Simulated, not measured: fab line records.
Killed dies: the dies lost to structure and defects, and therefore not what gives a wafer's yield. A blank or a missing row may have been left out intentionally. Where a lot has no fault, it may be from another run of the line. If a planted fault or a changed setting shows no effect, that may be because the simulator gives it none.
fab line records	flow n5-finfet
record: lots: 8	wafers: 21	last-day: 18
route steps=1938 shown BEOL_M4@1111 BEOL_M9@1435 PASSIVATION@1936
lots that met no fault: from a run of the same line without faults
start-h: the number of hours between the record's first day and the start of the first shown wafer of the lot	wait-h: hours elapsed since this lot's preceding step	" the same as in the row above	L1.1+2: a row that stands for several wafers	- no value, or no start given	* or withheld: withheld	< > ~ a bound
route shown NAME@n: NAME is a module with steps in the file, n the number in the route of the first one	usual: mean/standard deviation taken from wafers without a fault	same: alike in all rows	chamber/n: place in a boat	sites: each site's reading	_std_site: standard deviation across them	_edge_site: the outer-site mean with the inner-site mean subtracted	radius-mm: for every site, how far away it sits from the centre of the wafer	mask NAME#n: copy n	behind: the tool/chamber that last shaped the wafer	hold: cause of the lot's hold/its duration in hours/its outcome	device: names the non-switching transistor (n, p or np)	end of line: the route-end tests of the same wafers	a step with no rows: only its recipe	killed: count of dies lost to structure and defects at first sort (not the wafer's yield)	map: a wafer's dies, x killed, . not, _ none there
set.NAME: the run value of the setting; set.NAME@STEP: its run value at that earlier step	model.NAME: the simulator's own value behind a step, which no gauge read
route steps across a sampled set of lots; one table per step, one row per wafer
services: the hour from which a tool's chamber was out of use, counted from the record's first day as start-h (under 0 if before that day), plus the number of hours and why
== steps ==
step: N5_BEOL_M4_RC_MEAS_101
usual: DIBL_N: 35.6/1.7	DIBL_P: 35.0/2	IOFF_N: 0.148/0.027	IOFF_P: 0.19/0.032	ION_N: 671/14	ION_P: 460/9.1	SS_N: 71.3/0.62	SS_P: 73.0/0.64	VT_N: 251/3.2	VT_P: -251.5/2.9
lot.wafer	tool	chamber	start-h	wait-h	DIBL_N[mV/V]	DIBL_P[mV/V]	IOFF_N[nA/um]	IOFF_P[nA/um]	ION_N[uA/um]	ION_P[uA/um]	SS_N[mV/dec]	SS_P[mV/dec]	VT_N[mV]	VT_P[mV]
L144.3	prober-02	0	200.09	0.3	36.1	37.1	0.174	0.20	701	470	71.1	73.9	248	-252.5
L144.4	"	0	"	"	35.4	37.2	0.150	0.19	673	460	70.9	73.9	252	-249.9
L144.5	"	0	"	"	35.2	35.8	0.148	0.17	678	464	71.2	73.1	251	-251.1
L152.4	prober-02	0	217.85	0.5	35.9	36.2	0.157	0.23	663	458	71.7	73.0	250	-249.4
L152.5	"	0	"	"	35.4	35.7	0.155	0.22	680	465	71.7	72.7	249	-250.6
L155.2	prober-01	0	250.02	1.1	32.3	31.8	0.102	0.15	661	450	70.7	71.9	256	-255.6
L155.3	"	0	"	"	33.3	32.9	0.117	0.17	657	453	70.4	72.2	254	-253.1
L155.5	"	0	"	"	33.1	32.8	0.116	0.17	666	459	70.5	73.0	254	-251.8
L159.1	prober-01	0	280.14	0.0	36.7	34.2	0.161	0.21	658	451	72.0	73.1	252	-249.6
L159.3	"	0	"	"	33.8	31.8	0.117	0.17	660	452	71.2	72.4	252	-252.6
L159.5	"	0	"	"	33.4	31.3	0.114	0.16	639	447	70.4	72.5	253	-253.5
L163.2	prober-01	0	300.09	0.2	36.7	34.2	0.147	0.18	655	454	71.5	72.7	252	-250.2
L163.6	"	0	"	"	35.3	34.1	0.133	0.18	682	476	70.5	72.9	252	-251.4
L164.2	prober-02	0	305.38	0.2	35.5	34.2	0.119	0.18	662	458	70.5	72.3	253	-251.4
L164.4	"	0	"	"	40.2	40.5	0.222	0.30	692	475	72.3	73.4	247	-244.4
L165.4	prober-02	0	308.85	0.5	34.3	32.5	0.125	0.17	661	453	71.1	72.1	250	-253.9
L165.5	"	0	"	"	36.1	34.7	0.166	0.21	677	458	71.4	72.9	245	-248.5
L165.6	"	0	"	"	33.4	31.5	0.114	0.16	662	460	70.9	71.8	254	-254.1
L167.2	prober-02	0	321.94	0.2	37.7	37.6	0.200	0.22	701	468	71.8	74.1	246	-253.1
L167.3	"	0	"	"	35.9	35.5	0.155	0.19	679	458	71.2	73.3	249	-251.3
L167.6	"	0	"	"	36.3	36.0	0.166	0.20	681	456	71.3	73.6	245	-250.3
step: N5_BEOL_M9_OVL_MEAS_29
recipe: points-per-wafer: 522
usual: V8_OVL: 0.3/0.73
lot.wafer	tool	chamber	start-h	wait-h	V8_OVL[nm]
L144.3	overlay-01	0	246.72	0.0	-0.5
L144.4	"	0	"	"	0.8
L144.5	"	0	"	"	-1.2
L152.4	overlay-02	0	260.47	0.0	0.1
L152.5	"	0	"	"	0.7
L155.2	overlay-01	0	298.64	0.0	-0.5
L155.3	"	0	"	"	0.1
L155.5	"	0	"	"	-0.2
L159.1	overlay-01	0	322.13	0.0	0.0
L159.3	"	0	"	"	0.3
L159.5	"	0	"	"	0.2
L163.2	overlay-01	0	346.78	0.0	0.8
L163.6	"	0	"	"	0.5
L164.2	overlay-02	0	349.32	0.0	0.3
L164.4	"	0	"	"	-0.4
L165.4	overlay-01	0	358.63	0.0	0.3
L165.5	"	0	"	"	0.3
L165.6	"	0	"	"	0.2
L167.2	overlay-01	0	372.29	0.0	0.4
L167.3	"	0	"	"	0.4
L167.6	"	0	"	"	0.7
step: N5_BEOL_M9_DESCUM_33
recipe: chemistry: O2	time-s: 7	source-power-w: 50	bias-power-w: 20	pressure-mtorr: 20	rf-frequency-hz: 2.712e+07	temp-c: 40	resist: CAR-EUV	o2-flow-sccm: 225
usual: bias-power-w: 20.01/0.064	drypump-motor-current-A: 5.65/0.26	oes-product-au: 0.81/0.11	rf-vpp-V: 243.1/1.3	showerhead-plenum-p-Torr: 2.09/0.072	throttle-valve-pct: 20.35/0.28
lot.wafer	tool	chamber	start-h	wait-h	bias-power-w	drypump-motor-current-A	oes-product-au	rf-hours-counter-h	rf-vpp-V	showerhead-plenum-p-Torr	throttle-valve-pct
L144.3	rie-diel-04	3	246.81	0.0	19.98	5.48	0.69	236	241.0	1.98	20.81
L144.4	"	1	"	"	20.11	5.93	0.72	-	244.5	2.15	20.24
L144.5	"	0	"	"	19.97	5.72	0.71	-	242.5	2.07	20.86
L152.4	rie-diel-02	0	260.55	0.0	19.99	5.29	0.71	204	241.5	1.99	20.53
L152.5	"	0	"	"	20.03	5.30	0.71	-	241.4	1.99	20.54
L155.2	rie-diel-02	3	299.32	0.6	20.13	5.48	0.90	22	242.4	2.03	20.43
L155.3	"	1	"	"	20.08	5.83	0.92	14	243.6	2.16	20.09
L155.5	"	3	"	"	20.04	5.49	0.89	-	244.1	2.03	20.45
L159.1	rie-diel-04	0	322.22	0.0	19.93	5.68	0.69	226	241.9	2.07	20.89
L159.3	"	2	"	"	19.98	5.77	0.88	29	241.1	2.04	20.00
L159.5	"	0	"	"	19.96	5.68	0.68	-	242.9	2.07	20.90
L163.2	rie-diel-04	1	346.87	0.0	20.07	5.91	0.70	221	243.4	2.13	20.29
L163.6	"	3	"	"	19.91	5.48	0.95	-	244.8	2.24	20.56
L164.2	rie-diel-04	0	349.41	0.0	20.07	5.73	0.68	236	242.5	2.06	20.91
L164.4	"	1	"	"	19.97	5.91	0.70	223	244.2	2.13	20.30
L165.4	rie-diel-05	2	358.71	0.0	20.11	5.86	0.69	198	242.2	2.06	20.25
L165.5	"	3	"	"	20.01	6.30	0.86	-	245.8	2.21	20.45
L165.6	"	0	"	"	19.93	5.32	0.70	-	243.0	2.05	20.27
L167.2	rie-diel-04	3	372.38	0.0	20.06	5.48	0.93	16	244.2	2.24	20.58
L167.3	"	0	"	"	20.02	5.68	0.68	243	241.8	2.06	20.90
L167.6	"	2	"	"	20.08	5.75	0.86	-	241.2	2.03	20.05
step: N5_BEOL_M9_ETCH_76
recipe: chemistry: N2/H2	target: underlayer	target-depth-a: 65	mask-material: CAR-EUV	time-s: 5.2	ion-energy-ev: 200	pressure-mtorr: 30	source-w: 840	bias-w: 150	n2-flow-sccm: 200	h2-flow-sccm: 200	ends: cleared
usual: bias-w: 150.0/0.44	chamber-pressure-mTorr: 30.00/0.043	drypump-motor-current-A: 5.65/0.27	etch-rf-on-time-s: 5.25/0.15	oes-product-au: 0.69/0.095	rf-vpp-V: 523.9/2.8	showerhead-plenum-p-Torr: 2.55/0.09	throttle-valve-pct: 17.83/0.21
lot.wafer	tool	chamber	start-h	wait-h	bias-w	chamber-pressure-mTorr	drypump-motor-current-A	etch-rf-on-time-s	oes-product-au	rf-hours-counter-h	rf-vpp-V	showerhead-plenum-p-Torr	throttle-valve-pct
L144.3	rie-diel-04	3	246.84	0.0	150.4	30.06	5.49	5.23	0.60	236	520.9	2.40	18.22
L144.4	"	1	"	"	148.9	30.02	5.94	5.32	0.60	-	528.4	2.65	17.93
L144.5	"	0	"	"	149.6	29.97	5.70	5.55	0.59	-	524.4	2.51	18.12
L152.4	rie-diel-02	0	260.58	0.0	150.6	30.02	5.31	5.33	0.59	204	517.4	2.43	17.96
L152.5	"	0	"	"	150.0	30.03	5.32	5.34	0.59	-	519.0	2.43	17.97
L155.2	rie-diel-02	3	299.35	0.0	149.9	30.01	5.47	5.11	0.76	22	525.1	2.48	17.87
L155.3	"	1	"	"	150.1	30.07	5.83	5.32	0.77	14	524.9	2.61	17.43
L155.5	"	3	"	"	150.4	29.98	5.50	5.13	0.75	-	520.8	2.48	17.88
L159.1	rie-diel-04	0	322.26	0.0	149.7	30.03	5.73	5.54	0.58	226	526.7	2.50	18.13
L159.3	"	2	"	"	149.7	29.95	5.73	5.13	0.75	29	521.5	2.50	17.64
L159.5	"	0	"	"	149.7	30.02	5.72	5.50	0.58	-	522.8	2.50	18.15
L163.2	rie-diel-04	1	346.91	0.0	150.0	29.98	5.92	5.36	0.58	221	525.5	2.64	18.01
L163.6	"	3	"	"	150.7	29.99	5.48	5.08	0.81	-	529.4	2.72	17.90
L164.2	rie-diel-04	0	349.44	0.0	150.7	30.05	5.68	5.62	0.56	236	521.9	2.49	18.15
L164.4	"	1	"	"	150.4	30.05	5.95	5.36	0.58	223	526.7	2.64	18.00
L165.4	rie-diel-05	2	358.74	0.0	149.8	29.94	5.85	5.14	0.60	198	525.1	2.51	17.64
L165.5	"	3	"	"	150.3	29.99	6.35	5.29	0.72	-	526.6	2.71	17.98
L165.6	"	0	"	"	149.9	30.05	5.34	5.25	0.59	-	522.7	2.50	17.78
L167.2	rie-diel-04	3	372.41	0.0	149.4	30.06	5.50	5.05	0.80	16	528.1	2.71	17.92
L167.3	"	0	"	"	150.6	29.92	5.70	5.56	0.56	243	523.5	2.49	18.18
L167.6	"	2	"	"	149.8	30.08	5.79	5.11	0.74	-	521.5	2.50	17.66
step: N5_BEOL_M9_ETCH_66
recipe: chemistry: N2/H2	target: SOC	target-depth-a: 800	overetch-a: 160	mask-material: SiARC	temp-c: 40	time-s: 120	ion-energy-ev: 200	pressure-mtorr: 30	source-w: 840	bias-w: 150	n2-flow-sccm: 200	h2-flow-sccm: 200
usual: bias-w: 149.9/0.46	chamber-pressure-mTorr: 29.995/0.028	drypump-motor-current-A: 5.65/0.27	oes-product-au: 0.62/0.078	rf-vpp-V: 523.8/2.4	showerhead-plenum-p-Torr: 2.55/0.091	throttle-valve-pct: 17.79/0.22
lot.wafer	tool	chamber	start-h	wait-h	bias-w	chamber-pressure-mTorr	drypump-motor-current-A	oes-product-au	rf-hours-counter-h	rf-vpp-V	showerhead-plenum-p-Torr	throttle-valve-pct
L144.3	rie-diel-04	3	246.89	0.0	150.3	30.002	5.49	0.54	236	520.7	2.41	18.17
L144.4	"	1	"	"	150.3	29.989	5.93	0.55	-	525.8	2.65	17.88
L144.5	"	0	"	"	149.8	30.043	5.70	0.55	-	522.3	2.51	18.07
L152.4	rie-diel-02	0	260.62	0.0	149.6	29.959	5.29	0.54	204	519.9	2.43	17.93
L152.5	"	0	"	"	149.3	30.056	5.30	0.54	-	520.7	2.43	17.92
L155.2	rie-diel-02	3	299.39	0.0	149.2	29.995	5.47	0.67	23	522.6	2.48	17.82
L155.3	"	1	"	"	149.7	30.011	5.87	0.70	14	524.6	2.61	17.40
L155.5	"	3	"	"	149.2	29.985	5.49	0.68	-	522.4	2.48	17.81
L159.1	rie-diel-04	0	322.30	0.0	-	-	-	-	-	-	-	-
L159.3	"	2	"	"	-	-	-	-	-	-	-	-
L159.5	"	0	"	"	-	-	-	-	-	-	-	-
L163.2	rie-diel-04	1	346.95	0.0	149.6	29.988	5.93	0.54	221	525.3	2.64	17.96
L163.6	"	3	"	"	150.3	29.989	5.50	0.73	-	528.6	2.72	17.87
L164.2	rie-diel-04	0	349.49	0.0	149.9	29.971	5.70	0.53	236	522.1	2.49	18.13
L164.4	"	1	"	"	149.1	29.958	5.94	0.53	223	526.6	2.64	17.96
L165.4	rie-diel-05	2	358.79	0.0	149.7	30.003	5.87	0.54	198	522.5	2.51	17.61
L165.5	"	3	"	"	150.3	29.979	6.29	0.66	-	528.5	2.71	17.96
L165.6	"	0	"	"	151.0	30.044	5.32	0.53	-	522.9	2.50	17.74
L167.2	rie-diel-04	3	372.46	0.0	150.2	29.982	5.51	0.71	16	529.0	2.71	17.86
L167.3	"	0	"	"	150.5	30.007	5.69	0.52	243	522.8	2.49	18.14
L167.6	"	2	"	"	150.2	29.973	5.75	0.65	-	521.2	2.50	17.62
step: N5_BEOL_M9_VIA_ETCH_34
recipe: chemistry: C4F6/O2	target: SiCOH_lowk	target-depth-a: 1824	mask-material: SOC	taper-deg: 4	time-s: 68.4	ion-energy-ev: 250	pressure-mtorr: 30	source-w: 345	bias-w: 185	Ar_flow_sccm: 300	C4F6_flow_sccm: 10	O2_flow_sccm: 10
usual: C4F6_flow_sccm: 10.003/0.027	O2_flow_sccm: 9.999/0.03	drypump-motor-current-A: 5.65/0.27	oes-product-au: 0.81/0.11	rf-vpp-V: 671/7.1	showerhead-plenum-p-Torr: 2.85/0.097	throttle-valve-pct: 20.86/0.22
lot.wafer	tool	chamber	start-h	wait-h	C4F6_flow_sccm	O2_flow_sccm	drypump-motor-current-A	oes-product-au	rf-hours-counter-h	rf-vpp-V	showerhead-plenum-p-Torr	throttle-valve-pct
L144.3	rie-diel-04	3	246.99	0.0	10.025	9.997	5.51	0.70	236	675	2.68	21.15
L144.4	"	1	"	"	10.008	9.991	5.91	0.71	-	673	2.95	20.87
L144.5	"	0	"	"	9.999	9.972	5.68	0.70	-	676	2.83	21.32
L152.4	rie-diel-02	0	260.73	0.0	9.977	10.013	5.28	0.70	204	673	2.69	20.85
L152.5	"	0	"	"	9.946	9.989	5.28	0.71	-	674	2.69	20.86
L155.2	rie-diel-02	3	299.50	0.0	9.985	10.002	5.49	0.89	23	668	2.78	20.96
L155.3	"	1	"	"	9.969	9.971	5.84	0.90	14	665	2.92	20.56
L155.5	"	3	"	"	9.982	10.005	5.50	0.89	-	667	2.78	20.95
L159.1	rie-diel-04	0	322.40	0.0	10.011	9.963	5.70	0.26	226	675	2.82	21.21
L159.3	"	2	"	"	9.994	10.053	5.73	0.33	29	662	2.81	20.51
L159.5	"	0	"	"	9.989	9.957	5.70	0.27	-	677	2.82	21.19
L163.2	rie-diel-04	1	347.05	0.0	9.994	9.970	5.94	0.69	221	672	2.93	20.91
L163.6	"	3	"	"	9.994	9.984	5.48	0.96	-	685	3.01	20.91
L164.2	rie-diel-04	0	349.59	0.0	10.009	10.010	5.71	0.68	236	675	2.81	21.37
L164.4	"	1	"	"	9.971	9.983	5.94	0.69	223	673	2.93	20.91
L165.4	rie-diel-05	2	358.89	0.0	10.023	10.038	5.85	0.70	198	654	2.82	20.75
L165.5	"	3	"	"	10.023	9.958	6.33	0.87	-	682	3.00	20.97
L165.6	"	0	"	"	9.972	9.985	5.32	0.70	-	673	2.82	20.90
L167.2	rie-diel-04	3	372.56	0.0	9.994	9.991	5.47	0.93	16	684	3.00	20.91
L167.3	"	0	"	"	9.977	10.036	5.69	0.67	243	676	2.81	21.40
L167.6	"	2	"	"	10.009	10.017	5.71	0.87	-	661	2.80	20.71
step: N5_PASSIVATION_PROBE_49
usual: defect-limited-yield: 91.2/1.6	killed_at_M0_to_M3: 35/11	killed_at_M4_up: 14/5.4	killed-at-contacts: 13/6	killed-at-front-end: 38/11	killed-at-other: 3.4/2.6	killed-dies: 104/19	killed-on-rim: 13/3.9	killed-open: 68/13	killed-short: 34/8.5	sort_bin_5_function: 5.1/1	sort_bin_6_memory: 3.3/0.72	sort-n-pass: 1075/22	sort-yield-pct: 91.1/1.9
same: gross-dies: 1180	killed-at-back-side: 0	sort_bin_4_leakage[%]: 0	sort_bin_8_speed[%]: 0
lot.wafer	tool	chamber	start-h	wait-h	defect-limited-yield[%]	killed_at_M0_to_M3	killed_at_M4_up	killed-at-contacts	killed-at-front-end	killed-at-other	killed-dies	killed-on-rim	killed-open	killed-short	sort_bin_5_function[%]	sort_bin_6_memory[%]	sort-n-pass	sort-yield-pct[%]
L144.3	prober-01	-	315.18	0.1	90.2	32	20	12	48	4	116	9	76	38	5.5	4.1	1064	90.2
L144.4	prober-01	-	315.23	0.2	91.0	48	16	13	25	4	106	16	62	38	5.9	2.4	1074	91.0
L144.5	prober-01	-	315.28	0.2	90.8	49	12	9	36	2	108	8	74	34	5.2	3.6	1072	90.8
L152.4	prober-01	-	331.64	0.2	92.5	25	13	11	36	3	88	14	60	26	4.0	3.1	1092	92.5
L152.5	prober-01	-	331.69	0.2	91.1	39	9	17	36	4	105	11	63	41	5.8	2.7	1075	91.1
L155.2	prober-01	-	367.17	0.1	91.4	36	15	12	37	2	102	11	61	41	5.7	2.5	1078	91.4
L155.3	prober-01	-	367.22	0.1	89.7	55	14	12	32	8	121	17	82	39	6.1	3.8	1059	89.7
L155.5	prober-01	-	367.32	0.2	91.4	37	9	16	39	1	102	9	67	35	4.5	3.9	1078	91.4
L159.1	prober-02	-	389.38	0.0	0	34	1074	17	45	10	1180	152	80	40	95.8	3.9	0	0
L159.3	prober-02	-	389.48	0.1	0	42	1072	5	56	5	1180	152	90	31	95.8	4.0	0	0
L159.5	prober-02	-	389.58	0.2	0	24	1084	26	42	4	1180	152	80	32	96.0	3.6	0	0
L164.2	prober-01	-	409.02	0.1	88.1	31	22	20	67	0	140	18	94	43	7.4	4.0	1040	88.1
L164.4	prober-01	-	409.12	0.2	90.8	37	15	16	39	1	108	16	69	37	5.3	3.6	1072	90.8
L163.2	prober-01	-	414.94	0.1	88.6	34	25	10	62	4	135	12	88	39	7.1	3.4	1045	88.6
L163.6	prober-01	-	415.14	0.3	90.3	34	22	12	42	5	115	13	80	35	5.8	3.3	1065	90.3
L165.4	prober-01	-	422.32	0.6	92.3	26	15	10	37	3	91	8	62	29	4.2	3.4	1089	92.3
L165.5	prober-01	-	422.37	0.6	94.3	21	10	2	34	0	67	7	50	17	3.5	2.0	1113	94.3
L165.6	prober-01	-	422.42	0.7	93.0	16	21	18	26	2	83	6	61	21	4.2	2.7	1097	93.0
L167.2	prober-02	-	436.02	0.1	90.7	33	13	19	43	2	110	17	77	33	5.9	3.1	1070	90.7
L167.3	prober-02	-	436.07	0.1	93.1	35	5	16	24	1	81	10	59	22	3.4	3.2	1099	93.1
L167.6	prober-02	-	436.22	0.3	92.0	24	15	20	30	5	94	13	58	34	5.0	2.5	1086	92.0
killed by level:class
L144.3 FIN_SAQP:geometric-particle:short=13 FIN_SAQP:geometric-particle:open=9 STI_FIN_REVEAL:geometric-particle:open=9 MOL_CONTACT_COAG:geometric-particle:open=9 BEOL_M4:geometric-particle:open=9 BEOL_M3:geometric-particle:open=8 BEOL_M2:geometric-particle:short=5 GATE_CUT:geometric-particle:short=5
L144.4 BEOL_M3:geometric-particle:open=15 MOL_CONTACT_COAG:geometric-particle:open=10 BEOL_M0_SAQP:geometric-particle:short=9 BEOL_M4:geometric-particle:open=8 BEOL_M2:geometric-particle:open=6 FIN_SAQP:geometric-particle:short=4 GATE_CUT:geometric-particle:short=4 BEOL_M0:geometric-particle:short=4
L144.5 BEOL_M2:geometric-particle:open=17 STI_FIN_REVEAL:geometric-particle:open=11 FIN_SAQP:geometric-particle:open=9 BEOL_M0_SAQP:geometric-particle:open=7 MOL_CONTACT_COAG:geometric-particle:open=6 BEOL_M0_SAQP:geometric-particle:short=5 BEOL_M2:geometric-particle:short=5 FIN_SAQP:geometric-particle:short=4
L152.4 FIN_SAQP:geometric-particle:open=11 MOL_CONTACT_COAG:geometric-particle:open=10 BEOL_M3:geometric-particle:open=7 BEOL_M2:geometric-particle:open=6 FIN_SAQP:geometric-particle:short=4 BEOL_M1:geometric-particle:open=4 BEOL_M3:geometric-particle:short=4 STI_FIN_REVEAL:geometric-particle:open=3
L152.5 MOL_CONTACT_COAG:geometric-particle:open=15 BEOL_M2:geometric-particle:open=9 BEOL_M3:geometric-particle:short=8 BEOL_M3:geometric-particle:open=7 FIN_SAQP:geometric-particle:open=5 GATE_CUT:geometric-particle:short=5 BEOL_M2:geometric-particle:short=5 FIN_SAQP:geometric-particle:short=4
L155.2 FIN_SAQP:geometric-particle:open=9 BEOL_M0_SAQP:geometric-particle:short=9 GATE_CUT:geometric-particle:short=8 MOL_CONTACT_COAG:geometric-particle:open=7 STI_FIN_REVEAL:geometric-particle:open=6 BEOL_M1:geometric-particle:open=6 BEOL_M2:geometric-particle:open=6 BEOL_M3:geometric-particle:open=6
L155.3 BEOL_M0_SAQP:geometric-particle:short=13 BEOL_M0_SAQP:geometric-particle:open=12 BEOL_M3:geometric-particle:open=12 MOL_CONTACT_COAG:geometric-particle:open=11 STI_FIN_REVEAL:geometric-particle:open=8 BEOL_M2:geometric-particle:open=7 BEOL_M1:geometric-particle:open=5 STI_FIN_REVEAL:geometric-particle:short=4
L155.5 MOL_CONTACT_COAG:geometric-particle:open=11 FIN_SAQP:geometric-particle:open=10 BEOL_M2:geometric-particle:open=10 FIN_SAQP:geometric-particle:short=7 BEOL_M3:geometric-particle:open=7 MOL_CONTACT_COAG:geometric-particle:short=5 BEOL_M0_SAQP:geometric-particle:open=5 BEOL_M0_SAQP:geometric-particle:short=5
L159.1 BEOL_M9:area-etch=1060 MOL_CONTACT_COAG:geometric-particle:open=15 FIN_SAQP:geometric-particle:open=14 BEOL_M2:geometric-particle:open=10 BEOL_M4:geometric-particle:open=7 STI_FIN_REVEAL:geometric-particle:open=6 BEOL_M1:geometric-particle:open=6 FIN_SAQP:geometric-particle:short=5
L159.3 BEOL_M9:area-etch=1059 STI_FIN_REVEAL:geometric-particle:open=19 BEOL_M2:geometric-particle:open=12 GATE_CUT:geometric-particle:short=9 BEOL_M0_SAQP:geometric-particle:open=7 BEOL_M0:geometric-particle:open=6 BEOL_M0_SAQP:geometric-particle:short=5 BEOL_M4:geometric-particle:open=5
L159.5 BEOL_M9:area-etch=1064 MOL_CONTACT_COAG:geometric-particle:open=21 BEOL_M4:geometric-particle:open=11 STI_FIN_REVEAL:geometric-particle:open=9 BEOL_M2:geometric-particle:open=9 FIN_SAQP:geometric-particle:short=6 DUMMY_GATE:geometric-particle:open=6 GATE_CUT:geometric-particle:short=5
L164.2 STI_FIN_REVEAL:geometric-particle:open=20 MOL_CONTACT_COAG:geometric-particle:open=16 FIN_SAQP:geometric-particle:short=14 BEOL_M4:geometric-particle:open=14 BEOL_M3:geometric-particle:open=9 FIN_SAQP:geometric-particle:open=8 STI_FIN_REVEAL:geometric-particle:short=5 BEOL_M0_SAQP:geometric-particle:short=5
L164.4 MOL_CONTACT_COAG:geometric-particle:open=15 BEOL_M3:geometric-particle:open=13 BEOL_M0_SAQP:geometric-particle:open=9 BEOL_M0_SAQP:geometric-particle:short=9 FIN_SAQP:geometric-particle:short=8 STI_FIN_REVEAL:geometric-particle:open=6 FIN_SAQP:geometric-particle:open=6 STI_FIN_REVEAL:geometric-particle:short=4
L163.2 FIN_SAQP:geometric-particle:open=16 FIN_SAQP:geometric-particle:short=12 MOL_CONTACT_COAG:geometric-particle:open=10 BEOL_M0_SAQP:geometric-particle:open=10 BEOL_M0_SAQP:geometric-particle:short=9 BEOL_M4:geometric-particle:open=9 HKMG_FIN:area-etch=8 STI_FIN_REVEAL:geometric-particle:open=7
L163.6 MOL_CONTACT_COAG:geometric-particle:open=12 BEOL_M4:geometric-particle:open=11 FIN_SAQP:geometric-particle:short=10 FIN_SAQP:geometric-particle:open=7 STI_FIN_REVEAL:geometric-particle:open=7 BEOL_M0_SAQP:geometric-particle:open=7 BEOL_M0_SAQP:geometric-particle:short=6 BEOL_M1:geometric-particle:open=6
L165.4 FIN_SAQP:geometric-particle:open=11 MOL_CONTACT_COAG:geometric-particle:open=10 FIN_SAQP:geometric-particle:short=6 BEOL_M2:geometric-particle:open=6 BEOL_M0:geometric-particle:open=5 STI_FIN_REVEAL:geometric-particle:open=4 DUMMY_GATE:geometric-particle:open=4 BEOL_M3:geometric-particle:open=4
L165.5 STI_FIN_REVEAL:geometric-particle:open=12 FIN_SAQP:geometric-particle:short=6 BEOL_M0:geometric-particle:open=6 BEOL_M2:geometric-particle:open=6 STARTING-WAFER:geometric-particle:open=5 FIN_SAQP:geometric-particle:open=4 BEOL_M4:geometric-particle:open=4 BEOL_M0_SAQP:geometric-particle:short=3
L165.6 MOL_CONTACT_COAG:geometric-particle:open=16 BEOL_M4:geometric-particle:open=11 BEOL_M0_SAQP:geometric-particle:short=7 STI_FIN_REVEAL:geometric-particle:open=5 DUMMY_GATE:geometric-particle:open=5 FIN_SAQP:geometric-particle:open=4 BEOL_M2:geometric-particle:open=4 GATE_CUT:geometric-particle:short=3
L167.2 MOL_CONTACT_COAG:geometric-particle:open=16 BEOL_M2:geometric-particle:open=12 GATE_CUT:geometric-particle:open=6 BEOL_M1:geometric-particle:open=6 FIN_SAQP:geometric-particle:open=5 BEOL_M4:geometric-particle:open=5 STARTING-WAFER:geometric-particle:open=5 BEOL_M0_SAQP:geometric-particle:short=5
L167.3 MOL_CONTACT_COAG:geometric-particle:open=12 BEOL_M2:geometric-particle:open=11 BEOL_M1:geometric-particle:open=8 MOL_CONTACT_COAG:geometric-particle:short=4 BEOL_M0_SAQP:geometric-particle:open=4 BEOL_M0_SAQP:geometric-particle:short=4 BEOL_M3:geometric-particle:open=4 STARTING-WAFER:geometric-particle:short=4
L167.6 MOL_CONTACT_COAG:geometric-particle:open=14 STI_FIN_REVEAL:geometric-particle:open=6 BEOL_M4:geometric-particle:open=6 MOL_CONTACT_COAG:geometric-particle:short=6 BEOL_M0_SAQP:geometric-particle:open=5 BEOL_M0_SAQP:geometric-particle:short=4 BEOL_M2:geometric-particle:open=4 BEOL_M5:geometric-particle:open=4
== services ==
tool	chamber	start-h	hours	kind
rie-diel-02	1	228.55	-	clean
rie-diel-02	1	228.55	-	consumable-replace:focus-ring
rie-diel-02	1	228.55	24.3	scheduled-down
rie-diel-02	1	228.55	24.3	vent-cycle
rie-diel-04	2	240.24	10.5	repair
rie-diel-02	-	257.01	2.8	pm
rie-diel-02	3	261.30	17.6	repair
rie-diel-04	3	301.26	-	clean
rie-diel-04	3	301.26	-	consumable-replace:focus-ring
rie-diel-04	3	301.26	-	consumable-replace:showerhead
rie-diel-04	3	301.26	23.8	scheduled-down
rie-diel-04	3	301.26	23.8	vent-cycle
rie-diel-02	1	307.24	11.4	repair
rie-diel-05	-	330.98	14.6	pm
== key ==
first-sign: step: N5_BEOL_M9_ETCH_66	reading: tool-record	direction: missing
effect: step: N5_BEOL_M9_VIA_ETCH_34	reading: oes-product-au	direction: down	sigmas: 4.8	usual: 0.81	struck: 0.29
effect: step: N5_PASSIVATION_PROBE_49	reading: killed_at_M4_up	direction: up	sigmas: 99+	usual: 14	struck: 1077
more-kills-born-at: N5_BEOL_M9_ETCH_66@rie-diel-04: 3183
met-at N5_BEOL_M9_ETCH_66
struck-lots L159
later-rows-left-out L159.1,L159.3,L159.5
not-acting-at N5_BEOL_M9_OVL_MEAS_29,N5_BEOL_M9_DESCUM_33,N5_BEOL_M9_ETCH_76
onset-between 246.89 322.30
fault: kind: skipped-step-whole	tool: rie-diel-04,rie-diel-05	chamber: -	onset-h: 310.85	steps: N5_BEOL_M9_ETCH_66	scope: struck-lots-only
later-rows-left-out: the simulator's readings of these wafers behind a module that went badly wrong aren't trusted and aren't shown, but for the sort
